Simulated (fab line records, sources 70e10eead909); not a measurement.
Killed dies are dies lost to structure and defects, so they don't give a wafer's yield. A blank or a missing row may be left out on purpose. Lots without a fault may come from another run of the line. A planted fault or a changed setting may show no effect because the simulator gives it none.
Chamber matching | flow nand_harc | NHARC_A_STAIRCASE_DEP_259 on pecvd-01: 3 sister chambers
The step deposits SiON, target thk 30 nm. 3 wafers are shown with their chamber, then 12 later ones without.

WAFERS WITH THEIR CHAMBER
wafer  | chamber | heater_power_w (W)
L082.4 | 0       | 715
L084.4 | 2       | 936
L084.5 | 1       | 863

WAFERS WITHOUT THEIR CHAMBER
wafer  | heater_power_w (W)
L091.1 | 819
L091.3 | 914
L091.4 | 657
L094.2 | 862
L094.5 | 687
L094.6 | 899
L093.1 | 964
L093.5 | 982
L093.6 | 716
L097.1 | 955
L097.2 | 712
L097.6 | 949

WHICH CHAMBER EACH WENT THROUGH
wafer  | from the rows above     | in truth
L091.1 | can't be placed: 1 or 0 | 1
L091.3 | can't be placed: 2 or 1 | 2
L091.4 | 0                       | 0
L094.2 | 1                       | 1
L094.5 | 0                       | 0
L094.6 | can't be placed: 1 or 2 | 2
L093.1 | 2                       | 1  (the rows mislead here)
L093.5 | 2                       | 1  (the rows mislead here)
L093.6 | 0                       | 0
L097.1 | 2                       | 2
L097.2 | 0                       | 0
L097.6 | 2                       | 2
Placed correctly: 7 of 12. Can't be placed from these rows: 3 (the true chamber is among the candidates in 3). Placed wrongly: 2.
How it was worked out, from the rows above alone: a wafer's distance from a chamber is the root of the sum, over the readings, of the square of ((its reading less the chamber's mean) divided by the reading's scatter). The wafer belongs to the nearest chamber; if the next one is less than 2 further off, it can't be placed. A chamber's mean is the mean of its shown wafers. The scatter: with one shown wafer a chamber, the root of the mean of the squares of how far each hidden wafer lies from its nearest shown one.
